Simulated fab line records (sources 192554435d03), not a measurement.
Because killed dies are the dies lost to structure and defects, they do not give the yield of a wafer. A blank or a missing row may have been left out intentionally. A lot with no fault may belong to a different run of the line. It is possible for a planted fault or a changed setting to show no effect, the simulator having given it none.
A struck lot beside a sound one + flow n5Finfet + 15 out of 1938 route steps
Sound: these wafers, L750.2, L750.3, L750.5. Struck: wafer L752.1. (L752.2, L752.5 of the same lot were not struck and are left out.) The cause comes at the end.
Per side, at each step with rows, come the tool, then ch with its chambers, and then its first start. Under that, the readings that differ: sound wafers + struck wafers + difference of the means + sigmas: that difference in standard deviations of wafers without a fault.
alike: a reading whose means differ by less than 2 such deviations, as well as words and numbers matching on both sides. not compared: withheld readings; readings where some wafer has no value; bounds like >300 that might hide an equal value; numbers whose values overlap and for which the record gives no deviation.
The two part at a step that has a row with sigmas, a row that says differs or no value, or rows on one side only. When numbers do not overlap yet have no deviation, they are printed without sigmas and do not part them. Lack of a reading on every wafer of one side parts them only where that side has two or more wafers.

first, 8 steps without rows for these wafers: N5_PASSIVATION_HMDS_03 (time 60 s); N5_PASSIVATION_COAT_04; N5_PASSIVATION_EBR_06; N5_PASSIVATION_SOFTBAKE_05 (time 90 s); N5_PASSIVATION_EXPOSE_07 (exposes mask TV, defocus 0 nm, target cd 3000 nm); N5_PASSIVATION_PEB_08; N5_PASSIVATION_DEVELOP_09 (develop time 60 s); N5_PASSIVATION_HARDBAKE_11 (time 120 s).
N5_PASSIVATION_CD_MEAS_10 targets a cd of 3000 nm.
  sound on cdSem-01 ch 0, day 12 20:26; struck on cdSem-02 ch 0, day 18 02:42
  alike: cdNm
N5_PASSIVATION_OVL_MEAS_60:
  sound on overlay-02 ch 0, day 12 20:28; struck on overlay-01 ch 0, day 18 02:44
  alike: TV_OVL
N5_PASSIVATION_INSPECT_61: inspects for defects (macro).
  struck on defectInspect-02, day 18 02:46; sound on defectInspect-02, day 12 20:29
  alike: rawDefectCount
N5_PASSIVATION_DESCUM_12: chemistry O2, time 7.9 s.
  sound on rieDiel-04 ch 0,2, day 12 20:31; struck on rieDiel-02 ch 0, day 18 03:29
  alike: drypumpMotorCurrentA, oesProductAu, rfVppV, showerheadPlenumPTorr, tempC, throttleValvePct
  not compared: rfHoursCounterH
N5_PASSIVATION_PASS_ETCH_74: etches SiNx in CF4/O2, target depth 220 nm, time 110 s.
  sound on rieDiel-04 ch 0,2, day 12 20:35; struck on rieDiel-02 ch 0, day 18 03:32
| reading              | sound             | struck | difference | sigmas |
|----------------------|-------------------|--------|------------|--------|
| cf4FlowSccm (sccm)   | 100.4 99.7 100.3  | 77.1   | -23.0      | -72    |
| throttleValvePct (%) | 15.73 16.11 15.71 | 14.91  | -0.94      | -4     |
  alike: drypumpMotorCurrentA, oes_ar_750_au, oesProductAu, rfVppV, showerheadPlenumPTorr
  not compared: rfHoursCounterH
N5_PASSIVATION_VIA_ETCH_13: etches SiO2 in CHF3/O2, target depth 660 nm, time 330 s.
  sound on rieDiel-04 ch 0,2, day 12 20:40; struck on rieDiel-02 ch 0, day 18 03:38
  alike: CHF3_flow_sccm, drypumpMotorCurrentA, etchRfOnTimeS, oes_ar_750_au, oesProductAu, rfVppV, showerheadPlenumPTorr, throttleValvePct
  not compared: rfHoursCounterH
N5_PASSIVATION_PROBE_49:
  record: rows for the struck wafers here (prober-02, day 18 10:21), none for the sound ones

## WHERE THEY PART
First at N5_PASSIVATION_PASS_ETCH_74; last, within this record, at N5_PASSIVATION_PROBE_49.

WHY: what the simulator had put in
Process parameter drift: rieDiel-02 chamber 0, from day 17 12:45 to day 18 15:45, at N5_PASSIVATION_PASS_ETCH_74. A move of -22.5 in setting cf4FlowSccm, from 100. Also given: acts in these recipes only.
